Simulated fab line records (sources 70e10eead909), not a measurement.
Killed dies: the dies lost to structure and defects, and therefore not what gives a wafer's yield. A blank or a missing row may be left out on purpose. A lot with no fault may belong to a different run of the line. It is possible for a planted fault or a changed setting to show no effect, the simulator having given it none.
fab line records	flow nandHarc
record: lots: 6	wafers: 18	lastDay: 29
route steps=1302 shown A_STAIRCASE@837 END@1302
lots untouched by any fault: they come from a run of this same line in which no faults occurred
startH: hours from the record's opening day to when the first of the lot's shown wafers began	waitH: hours elapsed since this lot's preceding step	" repeats the value in the row above	L1.1+2: a row that stands for several wafers	- no value present, or no start provided	* or withheld: withheld	< > ~ a bound
route shown NAME@n: a module of which the file shows steps, and the number in the route of the first	usual: mean/standard deviation of fault-free wafers	same: alike in all rows	chamber/n: place in a boat	sites: the reading at each site	_std_site: the standard deviation of these	_edge_site: the outer-site mean with the inner-site mean subtracted	radiusMm: how far each site lies from the wafer's centre	mask NAME#n: copy n	behind: the tool/chamber that last shaped the wafer	hold: the reason the lot was held/the length of the hold in hours/how it ended	device: the n, p or np transistor that did not switch	end of line: at the end of the route, the tests of the same wafers	step lacking rows: just its recipe	killed: count of dies lost to structure and defects at first sort (not the wafer's yield)	map: a wafer's dies, x killed, . not, _ none there
set.NAME: the run value of the setting; set.NAME@STEP: its run value at that earlier step	model.NAME: the simulator's own value behind a step, which no gauge read
a table for each step, a row for each wafer; lots at some steps of the route
services: when a tool's chamber went out of use (startH, in hours from the record's first day, below 0 if earlier), for how many hours, and the reason
== steps ==
step: NHARC_A_STAIRCASE_STRIP_317
recipe: timeS: 900	tempC: 130	chemistry: SPM
step: NHARC_A_STAIRCASE_PRECLEAN_318
recipe: timeS: *	tempC: 50	bathAgeMin: 0	chemistry: SC1
step: NHARC_A_STAIRCASE_SRD_329
step: NHARC_A_STAIRCASE_ALD_415
recipe: targetThkA: 300	pulseTimeS: 6	aldCycles: 300	tempC: 300	material: SiO2
usual: heaterPowerW: 487/35	precursorPulseHeightRel: 1.000/0.019
lot.wafer	tool	chamber	startH	waitH	heaterPowerW	precursorPulseHeightRel
L304.4	aldHk-03	2	450.09	1.0	471	1.018
L304.2	"	0	"	"	529	0.991
L304.6	"	2	"	"	465	1.006
L305.4	aldHk-03	1	455.86	0.3	503	1.006
L305.5	"	0	"	"	509	1.003
L305.6	"	1	"	"	498	1.013
L306.4	aldHk-01	1	468.34	0.1	512	0.993
L306.2	"	3	"	"	441	0.973
L306.6	"	1	"	"	512	1.008
L310.1	aldHk-04	2	486.69	0.3	478	1.029
L310.3	"	3	"	"	487	0.987
L310.4	"	0	"	"	447	0.990
L308.1	aldHk-03	0	493.37	0.1	511	0.989
L308.2	"	2	"	"	474	0.985
L308.6	"	0	"	"	517	1.033
L313.4	aldHk-01	2	537.27	0.5	563	0.970
L313.1	"	3	"	"	491	0.977
L313.5	"	1	"	"	522	0.998
step: NHARC_A_STAIRCASE_ETCHBACK_416
recipe: targetDepthA: 360	timeS: 7.2	c4f8FlowSccm: withheld	o2FlowSccm: 8	arFlowSccm: withheld	rfW: 600	biasW: 800	chemistry: C4F8/O2/Ar
usual: oesProductAu: 0.935/0.028	rfVppV: 723/5.1
lot.wafer	tool	chamber	startH	waitH	oesProductAu	rfHoursCounterH	rfVppV
L304.2	rieDiel-04	2	-	-	0.917	29	723
L304.4	"	0	"	"	0.935	21	731
L304.6	"	1	"	"	0.915	-	730
L305.4	rieDiel-11	1	-	-	0.937	4	720
L305.6	"	0	"	"	0.910	-	717
L305.5	"	1	"	"	0.947	-	720
L306.4	rieDiel-11	2	-	-	0.922	8	719
L306.2	"	0	"	"	0.919	8	717
L306.6	"	2	"	"	0.924	-	717
L310.1	rieDiel-04	1	-	-	0.916	41	729
L310.3	"	2	"	"	0.924	41	721
L310.4	"	0	"	"	0.922	36	729
L308.1	rieDiel-11	2	-	-	0.914	18	719
L308.2	"	0	"	"	0.914	14	719
L308.6	"	2	"	"	0.915	-	720
L313.1	rieDiel-03	0	-	-	0.927	20	730
L313.4	"	2	"	"	0.939	27	730
L313.5	"	3	"	"	0.914	-	725
step: NHARC_A_STAIRCASE_STRIP_476
recipe: timeS: 20	o2FlowSccm: 500	arFlowSccm: 0	biasW: 0	chemistry: O2
usual: drypumpMotorCurrentA: 5.7/0.38	mfcArSccm: 0.010/0.012	oesProductAu: 1.002/0.015	rfVppV: 57.7/0.93	showerheadPlenumPTorr: 3.53/0.18	throttleValvePct: 17.036/0.009
lot.wafer	tool	chamber	startH	waitH	drypumpMotorCurrentA	mfcArSccm	oesProductAu	rfHoursCounterH	rfVppV	showerheadPlenumPTorr	throttleValvePct
L304.4	rieDiel-04	0	452.02	0.1	5.5	0	1.002	21	59.6	3.80	17.039
L304.2	"	2	"	"	5.5	0	1.004	29	56.6	3.50	17.030
L304.6	"	1	"	"	6.1	0.023	0.995	-	57.2	3.76	17.038
L305.4	rieDiel-11	2	457.79	0.1	5.7	0.009	1.004	3	57.2	3.39	17.027
L305.5	"	1	"	"	6.2	0.036	1.011	-	57.0	3.42	17.037
L305.6	"	2	"	"	5.7	0.009	1.003	-	59.3	3.38	17.029
L306.2	rieDiel-11	3	470.53	0.1	5.2	0.009	1.008	8	58.5	3.59	17.035
L306.4	"	0	"	"	5.5	0	0.998	8	57.9	3.30	17.041
L306.6	"	1	"	"	6.2	0.036	1.027	-	57.5	3.42	17.029
L310.4	rieDiel-04	2	488.70	0.1	5.4	0	1.002	41	58.4	3.49	17.043
L310.3	"	3	"	"	5.2	0	1.018	47	58.4	3.30	17.029
L310.1	"	0	"	"	5.5	0	0.999	36	59.1	3.79	17.019
L308.1	rieDiel-11	1	495.54	0.1	6.2	0.036	1.030	16	56.5	3.41	17.041
L308.2	"	2	"	"	5.7	0.009	0.999	18	55.8	3.38	17.041
L308.6	"	1	"	"	6.2	0.036	1.028	-	58.9	3.41	17.030
L313.1	rieDiel-03	0	539.01	0.1	5.7	0.023	1.013	20	56.9	3.73	17.043
L313.4	"	1	"	"	5.3	0	0.982	26	57.5	3.41	17.039
L313.5	"	3	"	"	6.3	0.008	0.992	-	58.3	3.61	17.041
step: NHARC_A_STAIRCASE_DEP_417
recipe: targetThkA: 600	stepCoveragePct: 20	tempC: 400	targetThkNm: 60	flowSccm: 200	rfW: 450	material: Si3N4
step: NHARC_A_STAIRCASE_WET_418
recipe: tempC: 160	targetDepthA: 200	chemistry: H3PO4
step: NHARC_A_STAIRCASE_PRECLEAN_419
recipe: timeS: *	tempC: 50	bathAgeMin: 0	chemistry: SC1
step: NHARC_A_STAIRCASE_SRD_421
step: NHARC_A_STAIRCASE_ALD_420
recipe: targetThkA: 200	pulseTimeS: 6	aldCycles: 200	tempC: 300	material: SiO2
usual: heaterPowerW: 484/37	precursorPulseHeightRel: 1.000/0.018
lot.wafer	tool	chamber	startH	waitH	heaterPowerW	precursorPulseHeightRel
L304.4	aldHk-01	3	453.96	-	455	1.024
L304.2	"	2	"	"	546	0.977
L304.6	"	0	"	"	465	1.014
L305.4	aldHk-04	3	461.15	-	480	1.013
L305.6	"	0	"	"	461	1.003
L305.5	"	1	"	"	492	0.984
L306.2	aldHk-01	2	473.55	-	569	0.988
L306.4	"	3	"	"	444	0.992
L306.6	"	1	"	"	515	0.997
L310.1	aldHk-04	0	491.51	-	457	0.980
L310.3	"	1	"	"	500	1.001
L310.4	"	3	"	"	492	0.983
L308.1	aldHk-01	1	498.34	-	525	1.003
L308.2	"	3	"	"	492	0.989
L308.6	"	1	"	"	510	0.994
L313.4	aldHk-04	2	541.97	-	480	1.008
L313.1	"	0	"	"	463	0.998
L313.5	"	2	"	"	468	1.016
step: NHARC_A_STAIRCASE_CVD_552
recipe: targetThkA: 400	tempC: 700	pressureMtorr: 300	material: SiNx
usual: spikeTcCentreC: 701.3/1.4
lot.wafer	tool	chamber	startH	waitH	spikeTcCentreC
L304.2	lpcvd-01	0	458.49	-	701.0
L304.4	"	0	"	"	702.3
L304.6	"	0	"	"	701.5
L305.4	lpcvd-02	0	465.23	-	698.5
L305.5	"	0	"	"	701.3
L305.6	"	0	"	"	700.2
L306.2	lpcvd-01	0	477.94	-	701.7
L306.4	"	0	"	"	699.5
L306.6	"	0	"	"	701.1
L310.1	lpcvd-02	1	496.05	-	703.0
L310.3	"	1	"	"	702.1
L310.4	"	1	"	"	702.3
L310.1	lpcvd-02	1	502.89	3.6	701.6
L310.3	"	1	"	"	702.6
L310.4	"	1	"	"	704.0
L308.1	lpcvd-02	0	502.89	-	701.4
L308.2	"	0	"	"	702.1
L308.6	"	0	"	"	700.6
L313.1	lpcvd-01	0	544.35	-	702.5
L313.4	"	0	"	"	701.3
L313.5	"	0	"	"	703.1
L313.1	lpcvd-01	0	548.23	0.7	700.5
L313.4	"	0	"	"	700.6
L313.5	"	0	"	"	703.1
step: NHARC_A_STAIRCASE_DEP_151
recipe: targetThkA: 72000	tempC: 400	targetThkNm: 7200	teosFlowSccm: 200	rfW: 500	material: SiO2
usual: heaterPowerW: 634/99
lot.wafer	tool	chamber	startH	waitH	heaterPowerW
L304.2	pecvd-03	2	462.12	0.5	573
L304.4	"	2	"	"	541
L304.6	"	1	"	"	563
L305.4	pecvd-04	2	470.65	0.7	583
L305.6	"	0	"	"	734
L305.5	"	1	"	"	545
L306.2	pecvd-04	1	481.71	0.6	564
L306.4	"	2	"	"	598
L306.6	"	0	"	"	743
L308.1	pecvd-03	0	506.47	0.4	767
L308.2	"	2	"	"	666
L308.6	"	2	"	"	539
L310.3	pecvd-03	1	507.05	1.0	649
L310.1	"	2	"	"	633
L310.4	"	1	"	"	555
L313.1	pecvd-04	2	552.19	0.7	646
L313.4	"	0	"	"	763
L313.5	"	1	"	"	543
step: NHARC_END_SORT_01
recipe: tempC: 25
usual: killedAtArray: 55/19	killedAtOther: 0.9/1.4	killedAtPeriphery: 3.8/2.9	killedDies: 60/19	killedOpen: 3.3/1.8	killedShort: 2.6/1.6
same: grossDies: 677
lot.wafer	tool	chamber	startH	waitH	killedAtArray	killedAtOther	killedAtPeriphery	killedDies	killedOpen	killedShort
L310.1	prober-02	0	667.92	2.5	665	0	12	677	2	2
L310.3	prober-02	0	669.50	3.1	666	0	11	677	5	3
L310.4	prober-02	0	670.30	3.4	666	0	11	677	4	2
L313.1	prober-01	0	703.36	2.5	671	0	6	677	4	4
L313.4	prober-01	0	705.72	3.4	668	0	9	677	3	2
L313.5	prober-01	0	706.51	3.7	666	0	11	677	5	5
killed by level:class
L310.1 A_STAIRCASE:areaCvd=631 A_CHANNEL_HOLE_D2:chamberFilmFlake=14 A_SLIT:chamberFilmFlake=7 A_CONTACT:chamberFilmFlake=6 P_GATE:chamberFilmFlake=4 P_BONDPAD:chamberFilmFlake=4 A_CHANNEL_HOLE_D1:chamberFilmFlake=4 P_M0:geometricParticle:open=1
L310.3 A_STAIRCASE:areaCvd=638 A_CHANNEL_HOLE_D2:chamberFilmFlake=6 P_GATE:chamberFilmFlake=5 A_CHANNEL_HOLE_D1:chamberFilmFlake=5 A_CONTACT:chamberFilmFlake=5 A_SLIT:chamberFilmFlake=4 P_BONDPAD:chamberFilmFlake=3 A_STAIRCASE:chamberFilmFlake=2
L310.4 A_STAIRCASE:areaCvd=622 A_CHANNEL_HOLE_D2:chamberFilmFlake=12 A_CHANNEL_HOLE_D1:chamberFilmFlake=7 A_STAIRCASE:chamberFilmFlake=6 A_CONTACT:chamberFilmFlake=5 A_SLIT:chamberFilmFlake=4 P_STI:chamberFilmFlake=3 P_GATE:chamberFilmFlake=3
L313.1 A_STAIRCASE:areaCvd=613 A_SLIT:chamberFilmFlake=36 A_CHANNEL_HOLE_D1:chamberFilmFlake=10 A_CONTACT:chamberFilmFlake=3 P_GATE:chamberFilmFlake=2 A_SGD_CUT:chamberFilmFlake=2 P_GATE:geometricParticle:short=1 P_CONTACT:geometricParticle:open=1
L313.4 A_STAIRCASE:areaCvd=625 A_SLIT:chamberFilmFlake=24 P_GATE:chamberFilmFlake=5 A_CHANNEL_HOLE_D1:chamberFilmFlake=5 A_CONTACT:chamberFilmFlake=4 A_SOURCE_PLATE:geometricParticle:open=2 P_ZERO_WELL:chamberFilmFlake=2 P_CONTACT:chamberFilmFlake=2
L313.5 A_STAIRCASE:areaCvd=617 A_SLIT:chamberFilmFlake=23 A_CONTACT:chamberFilmFlake=9 P_M0:chamberFilmFlake=6 A_CHANNEL_HOLE_D1:chamberFilmFlake=3 A_SGD_CUT:chamberFilmFlake=3 A_CHANNEL_FILL_D1:geometricParticle:open=2 A_SGD_CUT:geometricParticle:short=2
map L310.1 (x killed, . not)
____________x____________
_________xxxxxxx_________
_______xxxxxxxxxxx_______
______xxxxxxxxxxxxx______
_____xxxxxxxxxxxxxxx_____
____xxxxxxxxxxxxxxxxx____
____xxxxxxxxxxxxxxxxx____
___xxxxxxxxxxxxxxxxxxx___
___xxxxxxxxxxxxxxxxxxx___
__xxxxxxxxxxxxxxxxxxxxx__
__xxxxxxxxxxxxxxxxxxxxx__
_xxxxxxxxxxxxxxxxxxxxxxx_
_xxxxxxxxxxxxxxxxxxxxxxx_
_xxxxxxxxxxxxxxxxxxxxxxx_
_xxxxxxxxxxxxxxxxxxxxxxx_
_xxxxxxxxxxxxxxxxxxxxxxx_
xxxxxxxxxxxxxxxxxxxxxxxxx
xxxxxxxxxxxxxxxxxxxxxxxxx
xxxxxxxxxxxxxxxxxxxxxxxxx
xxxxxxxxxxxxxxxxxxxxxxxxx
xxxxxxxxxxxxxxxxxxxxxxxxx
_xxxxxxxxxxxxxxxxxxxxxxx_
_xxxxxxxxxxxxxxxxxxxxxxx_
_xxxxxxxxxxxxxxxxxxxxxxx_
_xxxxxxxxxxxxxxxxxxxxxxx_
_xxxxxxxxxxxxxxxxxxxxxxx_
__xxxxxxxxxxxxxxxxxxxxx__
__xxxxxxxxxxxxxxxxxxxxx__
___xxxxxxxxxxxxxxxxxxx___
___xxxxxxxxxxxxxxxxxxx___
____xxxxxxxxxxxxxxxxx____
____xxxxxxxxxxxxxxxxx____
_____xxxxxxxxxxxxxxx_____
______xxxxxxxxxxxxx______
_______xxxxxxxxxxx_______
_________xxxxxxx_________
____________x____________
map L313.1 (x killed, . not)
____________x____________
_________xxxxxxx_________
_______xxxxxxxxxxx_______
______xxxxxxxxxxxxx______
_____xxxxxxxxxxxxxxx_____
____xxxxxxxxxxxxxxxxx____
____xxxxxxxxxxxxxxxxx____
___xxxxxxxxxxxxxxxxxxx___
___xxxxxxxxxxxxxxxxxxx___
__xxxxxxxxxxxxxxxxxxxxx__
__xxxxxxxxxxxxxxxxxxxxx__
_xxxxxxxxxxxxxxxxxxxxxxx_
_xxxxxxxxxxxxxxxxxxxxxxx_
_xxxxxxxxxxxxxxxxxxxxxxx_
_xxxxxxxxxxxxxxxxxxxxxxx_
_xxxxxxxxxxxxxxxxxxxxxxx_
xxxxxxxxxxxxxxxxxxxxxxxxx
xxxxxxxxxxxxxxxxxxxxxxxxx
xxxxxxxxxxxxxxxxxxxxxxxxx
xxxxxxxxxxxxxxxxxxxxxxxxx
xxxxxxxxxxxxxxxxxxxxxxxxx
_xxxxxxxxxxxxxxxxxxxxxxx_
_xxxxxxxxxxxxxxxxxxxxxxx_
_xxxxxxxxxxxxxxxxxxxxxxx_
_xxxxxxxxxxxxxxxxxxxxxxx_
_xxxxxxxxxxxxxxxxxxxxxxx_
__xxxxxxxxxxxxxxxxxxxxx__
__xxxxxxxxxxxxxxxxxxxxx__
___xxxxxxxxxxxxxxxxxxx___
___xxxxxxxxxxxxxxxxxxx___
____xxxxxxxxxxxxxxxxx____
____xxxxxxxxxxxxxxxxx____
_____xxxxxxxxxxxxxxx_____
______xxxxxxxxxxxxx______
_______xxxxxxxxxxx_______
_________xxxxxxx_________
____________x____________
== services ==
tool	chamber	startH	hours	kind
rieDiel-11	-	434.79	9.0	pm
rieDiel-11	0	434.79	9.0	ventCycle
rieDiel-11	1	434.79	9.0	ventCycle
rieDiel-11	2	434.79	9.0	ventCycle
rieDiel-11	3	434.79	9.0	ventCycle
aldHk-04	-	436.14	10.0	pm
rieDiel-11	0	443.79	-	clean
rieDiel-11	1	443.79	-	clean
rieDiel-11	2	443.79	-	clean
rieDiel-11	3	443.79	-	clean
pecvd-04	-	450.00	13.0	pm
lpcvd-02	-	454.80	0.4	repair
lpcvd-01	-	455.74	0.3	repair
rieDiel-03	-	458.59	9.0	pm
pecvd-03	0	465.60	1.8	repair
aldHk-04	-	469.89	0.2	repair
pecvd-04	0	482.87	4.0	repair
rieDiel-03	2	517.55	7.5	repair
pecvd-03	-	523.60	0.3	repair
lpcvd-02	-	527.63	0.5	repair
pecvd-03	-	530.37	1.0	repair
rieDiel-04	-	535.82	9.0	pm
rieDiel-03	3	546.16	10.6	repair
pecvd-03	-	547.35	13.0	pm
== key ==
firstSign: step: NHARC_A_STAIRCASE_CVD_552	reading: visit	direction: added
effect: step: NHARC_END_SORT_01	reading: killedDies	direction: up	sigmas: 33	usual: 60	struck: 677
moreKillsBornAt: NHARC_A_STAIRCASE_CVD_552@lpcvd-02: 1891	NHARC_A_STAIRCASE_CVD_552@lpcvd-01: 1855
metAt NHARC_A_STAIRCASE_CVD_552
struckWafers L310.1,L310.3,L310.4,L313.1,L313.4,L313.5
laterRowsLeftOut L310.1,L310.3,L310.4,L313.1,L313.4,L313.5
testerLeftOut L310,L313
fault: kind: repeatedStepWhole	tool: lpcvd-01,lpcvd-02	chamber: -	onsetH: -	steps: NHARC_A_STAIRCASE_CVD_552	times: 1	scope: struckLotsOnly
testerLeftOut: of these lots the tester's yield and bins aren't shown, on N5 and GAA mostly nor the transistor test; their killed dies are dies lost to structure and defects alone, not to doping, threshold or leakage, so they don't give the yield
laterRowsLeftOut: the simulator's readings of these wafers behind a module that went badly wrong aren't trusted and aren't shown, but for the sort
